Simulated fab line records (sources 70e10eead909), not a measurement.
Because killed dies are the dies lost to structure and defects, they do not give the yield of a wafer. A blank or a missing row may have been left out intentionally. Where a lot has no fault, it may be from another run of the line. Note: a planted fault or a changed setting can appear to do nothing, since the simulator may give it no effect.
Shared-tool check ; flow nand harc ; 1 lot, 3 wafers sampled

REASON FOR OPENING
At NHARC_END_SORT_01 the reading killed at periphery is flagged on 1 of 1 lot. No-fault wafers: 3.0, standard deviation 2.4.
Rule: flag the lot when none of its wafers has a number, or when each of its wafers that has one lies beyond 4 standard deviations from that mean. All remaining lots are regarded as sound.

lot;measured;on;killed at periphery, wafer by wafer;flag
L978;day 21 00:01;prober-01;662 665 667;FLAGGED
On average the flagged lots read 664.7, which is +661.7 against the usual, or +99 or more standard deviations.

EACH LOT AND THE TOOL IT RAN ON
The record holds 3 process steps before the reading, out of a route of 1159 steps. In each cell: the tool, then ch and the chambers that the sampled wafers went through, then the start.
lot;flag;NHARC_P_ZERO_WELL_EXPOSE_49;NHARC_P_ZERO_WELL_DESCUM_54;NHARC_P_STI_ETCH_42
L978;FLAGGED;krf scanner-01 ch 0, day 2 23:31;rie diel-04 ch 0,2, day 2 23:50;no row
What these steps do:
- NHARC_P_ZERO_WELL_EXPOSE_49: exposes mask P HVPW, target cd 2000 nm.
- NHARC_P_ZERO_WELL_DESCUM_54: chemistry O2, time 3 s.
- NHARC_P_STI_ETCH_42: etches the open film in N2/H2, target depth 80 nm, overetch 24 nm, time 61 s.
- NHARC_END_SORT_01

FLAGGED OVER TOTAL, TOOL BY TOOL (the gauges that took the reading come last)
step;tool;lots run;flagged;share of the flagged lots;sound lots run after its first flagged lot
NHARC_P_ZERO_WELL_EXPOSE_49;krf scanner-01;1;1;all;0
NHARC_P_ZERO_WELL_DESCUM_54;rie diel-04;1;1;all;0
NHARC_END_SORT_01;prober-01;1;1;all;0

WHAT THE TABLE ALLOWS
In the table, 3 rows ran each flagged lot (krf scanner-01 at NHARC_P_ZERO_WELL_EXPOSE_49; rie diel-04 at NHARC_P_ZERO_WELL_DESCUM_54; prober-01 at NHARC_END_SORT_01).
- krf scanner-01 at NHARC_P_ZERO_WELL_EXPOSE_49: 1 of its 1 lot flagged. With no sound lot run before its first flagged lot in this sample, there is nothing to narrow down the start.
- rie diel-04 at NHARC_P_ZERO_WELL_DESCUM_54: 1 of its 1 lot flagged. With no sound lot run before its first flagged lot in this sample, there is nothing to narrow down the start.
- prober-01 at NHARC_END_SORT_01: 1 of its 1 lot flagged. With no sound lot run before its first flagged lot in this sample, there is nothing to narrow down the start.
Because each of these 3 tools fits a fault that began at some hour, counting lots does not separate them. More lots, or a look at what each step does to the wafer, might.

WHAT THE SIMULATOR HAD INSERTED
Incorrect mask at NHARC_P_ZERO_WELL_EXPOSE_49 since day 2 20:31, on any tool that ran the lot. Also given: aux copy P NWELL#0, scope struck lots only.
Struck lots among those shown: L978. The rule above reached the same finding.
